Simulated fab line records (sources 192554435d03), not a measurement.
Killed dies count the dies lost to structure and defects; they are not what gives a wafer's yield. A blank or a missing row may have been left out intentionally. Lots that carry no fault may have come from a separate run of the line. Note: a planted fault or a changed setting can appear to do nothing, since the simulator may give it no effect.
A struck lot beside a sound one | flow n5 finfet | 20 steps out of a route of 1938
Sound: the wafers L297.1, L297.2, L297.4. Struck: wafer L304.5 (left out: L304.6, a lot-mate that was not struck); the cause follows at the end.
At each step with rows: each side's tool, then ch and its chambers, then its first start. Under that, the readings that differ: sound wafers | struck wafers | difference of the means | sigmas: that difference in standard deviations of wafers without a fault.
alike: readings with means less than 2 such deviations apart, plus words and numbers identical on both sides. not compared: withheld readings, readings lacking a value on some wafer, bounds such as >300 that could conceal the same value, and numbers that have no deviation in the record and whose values overlap.
Wherever a step has rows on one side only, a row that says differs or no value, or a row with sigmas, the two part there. Numbers that have no deviation but don't overlap get no sigmas and don't part them. A reading that every wafer of one side lacks parts them only if that side has two wafers or more.

first, 6 steps without rows for these wafers: N5_BEOL_M4_COAT_05 (resist thk 30 nm); N5_BEOL_M4_EBR_07; N5_BEOL_M4_SOFTBAKE_06 (time 60 s); N5_BEOL_M4_EXPOSE_08 (exposes mask M4); N5_BEOL_M4_PEB_09 (peb time 60 s); N5_BEOL_M4_DEVELOP_10 (develop time 30 s).
N5_BEOL_M4_CD_MEAS_11: the cd target is 16.79 nm.
  sound on cd sem-02 ch 0, day 9 23:30; struck on cd sem-01 ch 0, day 11 13:40
  reading    | sound             | struck | difference | sigmas
  cd nm (nm) | 17.10 17.04 16.83 | 17.47  | +0.48      | +2
N5_BEOL_M4_OVL_MEAS_12:
  sound on overlay-02 ch 0, day 9 23:32; struck on overlay-02 ch 0, day 11 13:43
  alike: M4_OVL
N5_BEOL_M4_INSPECT_13: inspects for defects (brightfield).
  sound on defect inspect-02 at day 9 23:35; struck on defect inspect-01 at day 11 13:45
  alike: raw defect count
N5_BEOL_M4_DESCUM_16: chemistry O2, time 7 s.
  sound on rie diel-05 ch 0,1,2, day 9 23:46; struck on rie diel-05 ch 0, day 11 14:26
  alike: drypump motor current A, oes product au, rf vpp V, showerhead plenum p Torr, throttle valve pct
  not compared: rf hours counter h
N5_BEOL_M4_ETCH_74: etches underlayer in N2/H2, target depth 6.5 nm, time 5.2 s.
  sound on rie diel-05 ch 0,1,2, day 9 23:47; struck on rie diel-05 ch 0, day 11 14:28
  alike: drypump motor current A, etch rf on time s, oes product au, rf vpp V, showerhead plenum p Torr, throttle valve pct
  not compared: rf hours counter h
N5_BEOL_M4_ETCH_63: etches SiARC in CF4, target depth 15.6 nm, time 26 s.
  sound on rie diel-05 ch 0,1,2, day 9 23:49; struck on rie diel-05 ch 0, day 11 14:29
  alike: drypump motor current A, etch rf on time s, oes product au, rf vpp V, showerhead plenum p Torr, throttle valve pct
  not compared: rf hours counter h
N5_BEOL_M4_ETCH_64: etches SOC in N2/H2, target depth 75 nm, overetch 22.5 nm, time 121.9 s.
  sound on rie diel-05 ch 0,1,2, day 9 23:50; struck on rie diel-05 ch 0, day 11 14:33
  reading                                    | sound       | struck | difference | sigmas
  model.SiARC_of_BEOL_M4_COAT_62.thk nm (nm) | 6.4 6.4 6.2 | 5      | -1         |
  model.BEOL_M4.cd offset nm (nm)            | 0.2 0.2 0.4 | 0.8    | +0.5       |
  alike: drypump motor current A, oes product au, rf vpp V, showerhead plenum p Torr, throttle valve pct
  not compared: rf hours counter h
then, 2 steps without rows for these wafers: N5_BEOL_M4_STRIP_65 (strips in N2/H2); N5_BEOL_M4_STRIP_75 (strips in N2/H2).
N5_BEOL_M4_STRIP_66: strips in CF4.
  sound on rie diel-05 ch 0,1,2, day 9 23:58; struck on rie diel-05 ch 0, day 11 14:38
  alike: drypump motor current A, oes product au, rf vpp V, showerhead plenum p Torr, throttle valve pct
  not compared: rf hours counter h
N5_BEOL_M4_HM_OPEN_17: chemistry Cl2/BCl3, target TiN, target depth 20 nm, overetch 6 nm.
  sound on rie metal-01 ch 0,1, day 10 00:01; struck on rie metal-01 ch 0, day 11 14:44
  reading                         | sound             | struck | difference | sigmas
  model.etch.depth nm (nm)        | 20.42 20.44 20.84 | 18.05  | -2.52      |
  model.BEOL_M4.cd offset nm (nm) | 0 0.2 0.4         | 1      | +1         |
  alike: drypump motor current A, oes product au, throttle valve pct
  not compared: rf hours counter h
N5_BEOL_M4_STRIP_19: strips in O2.
  sound on rie diel-03 ch 1,2,3, day 10 00:07; struck on rie diel-03 ch 3, day 11 14:53
  alike: drypump motor current A, oes product au, rf vpp V, showerhead plenum p Torr, throttle valve pct
  not compared: rf hours counter h
N5_BEOL_M4_RC_MEAS_101:
  sound on prober-02 ch 0, day 10 13:08; struck on prober-01 ch 0, day 12 11:38
  alike: DIBL_N, DIBL_P, IOFF_N, IOFF_P, ION_N, ION_P, SS_N, SS_P, VT_N, VT_P
following that, these wafers have no rows for 1 step: N5_PASSIVATION_PROBE_49.

== WHERE THEY PART ==
Only at N5_BEOL_M4_CD_MEAS_11, within this record. Later steps at which nothing parts them and some readings are alike: N5_BEOL_M4_OVL_MEAS_12, N5_BEOL_M4_INSPECT_13, N5_BEOL_M4_DESCUM_16, N5_BEOL_M4_ETCH_74, N5_BEOL_M4_ETCH_63, N5_BEOL_M4_ETCH_64, N5_BEOL_M4_STRIP_66, N5_BEOL_M4_HM_OPEN_17, N5_BEOL_M4_STRIP_19, N5_BEOL_M4_RC_MEAS_101.

WHY: what the simulator had put in
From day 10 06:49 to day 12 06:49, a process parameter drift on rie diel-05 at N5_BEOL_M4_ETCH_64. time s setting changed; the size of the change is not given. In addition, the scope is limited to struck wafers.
